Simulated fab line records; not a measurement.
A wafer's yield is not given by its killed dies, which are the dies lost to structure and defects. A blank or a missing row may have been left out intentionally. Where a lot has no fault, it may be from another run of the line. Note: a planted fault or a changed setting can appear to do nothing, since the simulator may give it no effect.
A single fault, viewed from 3 desks | flow nand harc | each desk holds nothing but its own numbers, with what lay behind them at the end

## AT THE METROLOGY DESK
Lot by lot, what the gauges showed, no matter which tool ran the lot: averages of those sampled wafers that carry a number. Any lot whose mean is over 4 standard deviations away from the usual mean is out of limits and marked OUT; that distance is given in the brackets.
Columns: A = cd nm at NHARC_P_CONTACT_CD_MEAS_12, usual 89.9 nm; B = overlay x nm at NHARC_P_CONTACT_OVL_MEAS_13, usual 0.0 nm; C = overlay y nm at NHARC_P_CONTACT_OVL_MEAS_13, usual -0.2 nm
lot  | first seen here | A    | B    | C
L794 | day 7 05:19     | 89.6 | 1.2  | 0.9
L796 | day 7 16:18     | 90.0 | -0.4 | -1.0
L802 | day 9 11:21     | 90.4 | -0.2 | -1.0
L808 | day 10 06:28    | 91.1 | -0.7 | -0.1
L805 | day 10 06:48    | 90.5 | 0.1  | -0.7
L811 | day 11 05:26    | 90.5 | -0.0 | 0.8
This desk's verdict: no lot among the 6 shows anything out of limits.

## DESK OF THE TOOL OWNER: litho track-06
The tool's own readings at NHARC_P_CONTACT_DEVELOP_11 (develop time 35 s): means of the sampled wafers that have a number, for each lot that ran on this tool. Any lot whose mean is over 4 standard deviations away from the usual mean is out of limits and marked OUT; that distance is given in the brackets.
Columns: A = developer temp C at NHARC_P_CONTACT_DEVELOP_11, usual 22.97 C
lot  | first seen here | A
L794 | day 7 05:00     | 22.89
L796 | day 7 16:00     | 22.93
L805 | day 10 06:00    | 22.96
L808 | day 10 06:00    | 23.05
This desk's verdict: no lot among the 4 shows anything out of limits.

## THE DEFECT DESK
Inspection counts along the route, by lot: the mean over sampled wafers that carry a number. Any lot whose mean is over 4 standard deviations away from the usual mean is out of limits and marked OUT; that distance is given in the brackets.
Columns: A = raw defect count at NHARC_P_CONTACT_INSPECT_14, usual 3.7
lot  | first seen here | A
L794 | day 7 05:27     | 6.0
L796 | day 7 16:25     | 4.0
L802 | day 9 11:28     | 2.3
L808 | day 10 06:37    | 3.7
L805 | day 10 06:56    | 4.3
L811 | day 11 05:35    | 3.0
This desk's verdict: no lot among the 6 shows anything out of limits.

## BROUGHT TOGETHER
At the metrology desk, nothing out of limits was observed.
The tool owner's desk saw nothing out of limits.
Nothing the defect desk looked at was out of limits.

## WHAT THE SIMULATOR HAD PUT IN
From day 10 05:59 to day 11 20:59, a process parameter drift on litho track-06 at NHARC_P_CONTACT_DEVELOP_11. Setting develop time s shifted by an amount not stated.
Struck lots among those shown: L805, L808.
